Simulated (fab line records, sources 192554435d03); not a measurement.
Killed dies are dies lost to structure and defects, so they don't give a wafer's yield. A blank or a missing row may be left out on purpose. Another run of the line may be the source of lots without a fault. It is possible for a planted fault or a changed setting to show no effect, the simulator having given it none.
Split-lot experiment -- flow n5-finfet -- 33 wafers read from 7 lots, route of 1938 steps

ON THE SPLIT
At N5_BEOL_M13_ETCH_59 (etches BARC in N2/H2, target depth 89 nm, overetch 26.7 nm, time 67.9 s), the setting time-s was moved away from the recipe's 67.9 s on 13 of the 33 wafers read, by -34.7% to +54.1%. All remaining wafers had this setting at the recipe value.

FROM THE SPLIT TO THE READING: what the file shows between them, 5 steps
- N5_BEOL_M13_VIA_ETCH_16: etches SiOC in C4F8/O2/Ar, target depth 921.7 nm
- N5_BEOL_M13_STRIP_63: strips in N2/H2
- N5_BEOL_M13_STRIP_64: strips in N2/H2
- N5_BEOL_M13_STRIP_71: strips in post etch residue remover, time 60 s
- N5_BEOL_M13_SRD_72: time 30 s, dry time 30 s

THE READING
cd-nm (nm) at N5_BEOL_M13_CD_MEAS_17, where the cd target is 190 nm. A value of 190.6 nm with a standard deviation of 1.3 nm is what fault-free wafers of this fab line usually give.

wafer,"tool, chamber at the split","time-s as run, s",against the recipe,"cd-nm, nm",against lot-mates on the recipe
L076.1,"rie-diel-02, 2",51.12,-24.7%,186.9,-4.2
L076.2,"rie-diel-02, 1",51.12,-24.7%,188.4,-2.7
L076.3,"rie-diel-02, 0",51.12,-24.7%,188.4,-2.7
L076.4,"rie-diel-02, 3",67.9,recipe,190.7,-
L076.5,"rie-diel-02, 2",67.9,recipe,191.5,-
L076.6,"rie-diel-02, 1",67.9,recipe,191.2,-
L080.1,"rie-diel-02, 2",67.9,recipe,187.7,-
L080.2,"rie-diel-02, 0",67.9,recipe,189.0,-
L080.3,"rie-diel-02, 3",67.9,recipe,188.7,-
L080.4,"rie-diel-02, 1",67.9,recipe,187.6,-
L080.5,"rie-diel-02, 1",67.9,recipe,189.3,-
L080.6,"rie-diel-02, 2",67.9,recipe,188.0,-
L081.2,"rie-diel-06, 0",104.6,+54.1%,196.6,+6.4
L081.3,"rie-diel-06, 1",67.9,recipe,190.2,-
L081.4,"rie-diel-06, 2",104.6,+54.1%,196.8,+6.6
L082.1,"rie-diel-03, 2",95.63,+40.8%,199.6,+6.8
L082.2,"rie-diel-03, 3",67.9,recipe,191.9,-
L082.3,"rie-diel-03, 0",95.63,+40.8%,198.3,+5.5
L082.4,"rie-diel-03, 1",95.63,+40.8%,198.5,+5.7
L082.5,"rie-diel-03, 0",67.9,recipe,194.0,-
L082.6,"rie-diel-03, 1",67.9,recipe,192.6,-
L086.1,"rie-diel-03, 2",67.9,recipe,190.1,-
L086.5,"rie-diel-03, 3",67.9,recipe,190.4,-
L086.6,"rie-diel-03, 2",67.9,recipe,192.8,-
L088.1,"rie-diel-06, 0",44.36,-34.7%,186.2,-4.6
L088.2,"rie-diel-06, 3",67.9,recipe,191.1,-
L088.3,"rie-diel-06, 2",44.36,-34.7%,185.5,-5.3
L088.4,"rie-diel-06, 0",67.9,recipe,190.6,-
L088.5,"rie-diel-06, 3",44.36,-34.7%,185.4,-5.4
L088.6,"rie-diel-06, 2",67.9,recipe,190.7,-
L096.3,"rie-diel-02, 0",96.7,+42.4%,197.0,+7.0
L096.5,"rie-diel-02, 3",96.7,+42.4%,195.2,+5.2
L096.6,"rie-diel-02, 2",67.9,recipe,190.0,-

FIT RESULTS
A straight line over all 33 wafers: cd-nm changes by +0.143 nm for each +1% of time-s; r = +0.91; the points scatter about the line by 1.7 nm.
The same after taking each lot's own level away (the mean of its wafers on the recipe; 33 wafers): +0.137 nm for each +1%; r = +0.98; scatter 0.74 nm.
That fit puts the effect of the largest move of time-s on the reading at 7.4 nm.
The span of the lots' own levels, 188.38 to 192.83 nm, comes to 3.4 times the standard deviation stated above.
The two slopes agree, so the slope changes little with the lot-to-lot level.
Check: with one of the wafers moved furthest among these (+54.1%) left out of the fit, the line predicts +7.57 nm for it against its lot-mates. Against them it came out at +6.4 nm.

ADDITIONAL SPLITS CARRIED BY THESE WAFERS
Before the reading, these wafers also passed through other splits. Each is held against what the fit with the lots' levels taken away leaves over:
other split on the same wafers,wafers away from the commonest value,r with cd-nm (lot level and that fit taken away)
N5_BEOL_M11_ETCH_62 time-s,9,-0.17

THE WHOLE CHAIN: every reading that the file lists as answering this split, in the file's order
step,what it does,reading,change (the file's fit),r (the file's)
N5_BEOL_M13_ETCH_59,"etches BARC in N2/H2, target depth 89 nm, overetch 26.7 nm, time 67.9 s","coat_of_BEOL_M13_COAT_04.thk-nm (the simulator's own value, which no gauge read)",-0.648 nm for each +1% of the setting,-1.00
N5_BEOL_M13_ETCH_59,"etches BARC in N2/H2, target depth 89 nm, overetch 26.7 nm, time 67.9 s","etch.depth-nm (the simulator's own value, which no gauge read)","not straight: 75.57 at the lowest setting, 89.11 at the recipe, 89.09 at the highest",not given
N5_BEOL_M13_VIA_ETCH_16,"etches SiOC in C4F8/O2/Ar, target depth 921.7 nm","coat_of_BEOL_M13_COAT_04.thk-nm (the simulator's own value, which no gauge read)",-0.679 nm for each +1% of the setting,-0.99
N5_BEOL_M13_STRIP_63,strips in N2/H2,oes-product-au,-0.000401 a.u. for each +1% of the setting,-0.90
N5_BEOL_M13_STRIP_63,strips in N2/H2,strip-time-to-endpoint-s,withheld for each +1% of the setting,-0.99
N5_BEOL_M13_CD_MEAS_17,target cd 190 nm,cd-nm,+0.139 nm for each +1% of the setting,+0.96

FILE'S OWN FIT
cd-nm changes by +0.139 nm for each +1% of time-s, r = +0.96.
